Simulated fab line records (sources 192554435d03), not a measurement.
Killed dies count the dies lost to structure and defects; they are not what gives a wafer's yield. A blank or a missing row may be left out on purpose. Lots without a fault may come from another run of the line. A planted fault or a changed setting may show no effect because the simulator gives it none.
Which tool is to blame? | flow n5Finfet | 11 lots with 31 wafers sampled at 3 steps, on a route of 1938 steps

== WHAT THE GAUGES SHOWED, per wafer ==
N5_BEOL_M4_INSPECT_59: inspects for defects (darkfield). Usual: rawDefectCount 69, standard deviation 22.
lot  | measured     | on               | rawDefectCount | flag
L531 | day 7 19:53  | defectInspect-02 | 83 68 99       | 
L532 | day 8 01:16  | defectInspect-01 | 69 106         | 
L533 | day 8 07:08  | defectInspect-01 | 72 98 53       | 
L536 | day 9 12:37  | defectInspect-02 | 80 75 81       | 
L544 | day 10 22:16 | defectInspect-01 | 37 69          | 
L545 | day 11 04:01 | defectInspect-01 | 59 38 31       | 
L546 | day 12 00:50 | defectInspect-02 | 63 60 65       | 
L552 | day 13 06:26 | defectInspect-02 | 75 90 44       | 
L550 | day 13 09:55 | defectInspect-01 | 34 61 68       | 
L551 | day 13 13:05 | defectInspect-01 | 52 54 35       | 
L553 | day 13 15:15 | defectInspect-02 | 79 49 46       | 

N5_BEOL_M5_CD_MEAS_11: target cd 27.74 nm. Usual: cdNm 27.91 nm, standard deviation 0.22.
lot  | measured     | on       | cdNm (nm)         | flag
L531 | day 7 22:31  | cdSem-03 | 27.87 28.04 27.92 | 
L532 | day 8 03:59  | cdSem-03 | 27.93 27.70       | 
L533 | day 8 11:15  | cdSem-01 | 27.90 27.82 27.30 | 
L536 | day 9 15:21  | cdSem-01 | 27.91 26.84 28.33 | 
L544 | day 11 01:34 | cdSem-02 | 27.85 28.49       | 
L545 | day 11 06:31 | cdSem-02 | 27.85 27.61 27.70 | 
L546 | day 12 05:01 | cdSem-01 | 27.77 28.31 28.13 | 
L552 | day 13 09:34 | cdSem-02 | 28.26 27.51 27.71 | 
L550 | day 13 12:48 | cdSem-02 | 28.20 27.93 28.05 | 
L551 | day 13 15:49 | cdSem-03 | 28.07 28.07 27.90 | 
L553 | day 13 19:20 | cdSem-02 | 28.37 27.74 27.64 | 

== WHICH TOOL RAN EACH LOT (tool, then ch and the chambers of the sampled wafers, then the start) ==
lot  | N5_BEOL_M5_EXPOSE_08
L531 | euvScanner-02 ch 0, day 7 22:23
L532 | euvScanner-01 ch 0, day 8 03:53
L533 | euvScanner-02 ch 0, day 8 11:07
L536 | euvScanner-01 ch 0, day 9 15:13
L544 | euvScanner-02 ch 0, day 11 01:26
L545 | euvScanner-02 ch 0, day 11 06:24
L546 | euvScanner-02 ch 0, day 12 04:53
L552 | euvScanner-02 ch 0, day 13 09:27
L550 | euvScanner-01 ch 0, day 13 12:40
L551 | euvScanner-02 ch 0, day 13 15:41
L553 | euvScanner-01 ch 0, day 13 19:13
- N5_BEOL_M5_EXPOSE_08: exposes mask M5, target cd 28 nm.

== AS READ BY THE TOOLS THEMSELVES (means over the sampled wafers that have a number; for cases with no such wafer, the mark the record gives instead) ==
The record holds no such reading with a usual standard deviation.

== THE ANSWER, worked out from the rows above alone ==
Rule: a lot counts as off when the mean over its wafers that have a number is more than 3 standard deviations away from the usual mean. Also off: a lot with no number at a reading for which 4 or more lots have one. The other lots that the step has rows for count as sound. First the gauges in route order, then the tools' own readings, where a lot's mean is used as printed above. The first step at which some lot is off is used, and at that step the reading that is off furthest; a lot without a number counts as furthest.
None of the lots is off at any reading shown; this tells nothing.

== WHAT THE SIMULATOR HAD PUT IN ==
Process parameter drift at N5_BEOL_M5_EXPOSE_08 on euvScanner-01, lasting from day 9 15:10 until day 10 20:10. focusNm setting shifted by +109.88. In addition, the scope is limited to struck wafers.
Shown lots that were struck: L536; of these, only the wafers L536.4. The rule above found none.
